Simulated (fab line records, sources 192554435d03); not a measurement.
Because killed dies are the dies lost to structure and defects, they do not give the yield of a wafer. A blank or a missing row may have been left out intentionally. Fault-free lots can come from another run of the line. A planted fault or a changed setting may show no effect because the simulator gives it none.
Chamber matching || flow n5_finfet || N5_BEOL_M5_PRE_CLEAN_77 on cvd_co-02: 3 sister chambers
The step time 15 s. 16 wafers are shown with their chamber, then 8 later ones without.

## WAFERS WITH THEIR CHAMBER
{"wafer": "L927.1", "chamber": 2, "heater_power_w (W)": 95}
{"wafer": "L927.2", "chamber": 1, "heater_power_w (W)": 85}
{"wafer": "L927.5", "chamber": 0, "heater_power_w (W)": 68}
{"wafer": "L926.2", "chamber": 1, "heater_power_w (W)": 84}
{"wafer": "L926.3", "chamber": 2, "heater_power_w (W)": 98}
{"wafer": "L926.4", "chamber": 1, "heater_power_w (W)": 81}
{"wafer": "L928.1", "chamber": 1, "heater_power_w (W)": 83}
{"wafer": "L928.2", "chamber": 0, "heater_power_w (W)": 68}
{"wafer": "L928.3", "chamber": 2, "heater_power_w (W)": 98}
{"wafer": "L929.2", "chamber": 2, "heater_power_w (W)": 97}
{"wafer": "L929.3", "chamber": 1, "heater_power_w (W)": 86}
{"wafer": "L929.6", "chamber": 0, "heater_power_w (W)": 70}
{"wafer": "L937.3", "chamber": 0, "heater_power_w (W)": 69}
{"wafer": "L937.5", "chamber": 0, "heater_power_w (W)": 70}
{"wafer": "L937.6", "chamber": 2, "heater_power_w (W)": 94}
{"wafer": "L942.2", "chamber": 0, "heater_power_w (W)": 69}

SIGNATURES (averages over the wafers above)
{"reading": "heater_power_w", "chamber 0": 69.00, "chamber 1": 83.80, "chamber 2": 96.40, "scatter within a chamber": 1.57}
Rule: a wafer lies at a distance from a chamber equal to the root of the sum of squares, over the readings, of (its reading less the chamber's mean, divided by the reading's scatter). If the next closest chamber is less than 2 further off than the closest, the wafer can't be placed; otherwise it belongs to the closest. The scatter is the square root of a quotient: the sum, over the shown wafers, of each reading's squared deviation from its chamber's mean, divided by wafers minus chambers.

## WAFERS WITH NO CHAMBER GIVEN
{"wafer": "L942.3", "heater_power_w (W)": 84}
{"wafer": "L942.6", "heater_power_w (W)": 98}
{"wafer": "L945.1", "heater_power_w (W)": 98}
{"wafer": "L945.2", "heater_power_w (W)": 69}
{"wafer": "L945.4", "heater_power_w (W)": 72}
{"wafer": "L947.2", "heater_power_w (W)": 84}
{"wafer": "L947.5", "heater_power_w (W)": 69}
{"wafer": "L947.6", "heater_power_w (W)": 84}

## THE CHAMBER EACH PASSED THROUGH
{"wafer": "L942.3", "from the rows above": 1, "in truth": 1}
{"wafer": "L942.6", "from the rows above": 2, "in truth": 2}
{"wafer": "L945.1", "from the rows above": 2, "in truth": 2}
{"wafer": "L945.2", "from the rows above": 0, "in truth": 0}
{"wafer": "L945.4", "from the rows above": 0, "in truth": 0}
{"wafer": "L947.2", "from the rows above": 1, "in truth": 1}
{"wafer": "L947.5", "from the rows above": 0, "in truth": 0}
{"wafer": "L947.6", "from the rows above": 1, "in truth": 1}
Correct placement for 8 of the 8. Left unplaced by these rows: 0. 0 placed wrongly.
